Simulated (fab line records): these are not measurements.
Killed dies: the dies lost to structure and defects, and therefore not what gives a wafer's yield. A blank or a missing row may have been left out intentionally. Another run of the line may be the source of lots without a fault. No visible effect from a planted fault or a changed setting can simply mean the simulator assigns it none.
Chamber matching || flow n5 finfet || N5_BEOL_M6_ILD_DEP_00 on pecvd-01: 3 sister chambers
The step deposits SiCOH lowk from DEMS/porogen, target thk 179.75 nm, time 33.4 s. 6 wafers are shown with their chamber, then 9 later ones without.

## EACH WAFER AND ITS CHAMBER
{"wafer": "L077.2", "chamber": 2, "throttle valve pct (%)": 13.8, "heater power w (W)": 359}
{"wafer": "L076.1", "chamber": 2, "throttle valve pct (%)": 13.8, "heater power w (W)": 367}
{"wafer": "L087.5", "chamber": 0, "throttle valve pct (%)": 14.6, "heater power w (W)": 341}
{"wafer": "L088.2", "chamber": 1, "throttle valve pct (%)": 13.9, "heater power w (W)": 243}
{"wafer": "L088.4", "chamber": 1, "throttle valve pct (%)": 13.5, "heater power w (W)": 250}
{"wafer": "L088.5", "chamber": 0, "throttle valve pct (%)": 14.6, "heater power w (W)": 345}

## WAFERS WITH NO CHAMBER GIVEN
{"wafer": "L089.2", "throttle valve pct (%)": 13.9, "heater power w (W)": 429}
{"wafer": "L089.4", "throttle valve pct (%)": 13.5, "heater power w (W)": 216}
{"wafer": "L089.5", "throttle valve pct (%)": 13.9, "heater power w (W)": 423}
{"wafer": "L092.1", "throttle valve pct (%)": 13.6, "heater power w (W)": 257}
{"wafer": "L092.2", "throttle valve pct (%)": 14.8, "heater power w (W)": 321}
{"wafer": "L092.5", "throttle valve pct (%)": 14.2, "heater power w (W)": 414}
{"wafer": "L096.1", "throttle valve pct (%)": 14.7, "heater power w (W)": 266}
{"wafer": "L096.2", "throttle valve pct (%)": 13.5, "heater power w (W)": 252}
{"wafer": "L096.3", "throttle valve pct (%)": 14.0, "heater power w (W)": 355}

## EACH ONE'S CHAMBER
{"wafer": "L089.2", "from the rows above": 2, "in truth": 2}
{"wafer": "L089.4", "from the rows above": 1, "in truth": 1}
{"wafer": "L089.5", "from the rows above": 2, "in truth": 2}
{"wafer": "L092.1", "from the rows above": 1, "in truth": 1}
{"wafer": "L092.2", "from the rows above": 0, "in truth": 0}
{"wafer": "L092.5", "from the rows above": 2, "in truth": 2}
{"wafer": "L096.1", "from the rows above": 1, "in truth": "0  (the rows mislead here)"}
{"wafer": "L096.2", "from the rows above": 1, "in truth": 1}
{"wafer": "L096.3", "from the rows above": 2, "in truth": 2}
Correct placement for 8 of the 9. Left unplaced by these rows: 0. Wrongly placed: 1.
How it was worked out, from the rows above alone: a wafer's distance from a chamber is the root of the sum, over the readings, of the square of ((its reading less the chamber's mean) divided by the reading's scatter). If the next closest chamber is less than 2 further off than the closest, the wafer can't be placed; otherwise it belongs to the closest. For every chamber, the mean is computed from those of its wafers that are shown. The scatter: take each reading less its chamber's mean, square it, sum over the shown wafers, divide by the number of wafers less the number of chambers, and take the root.
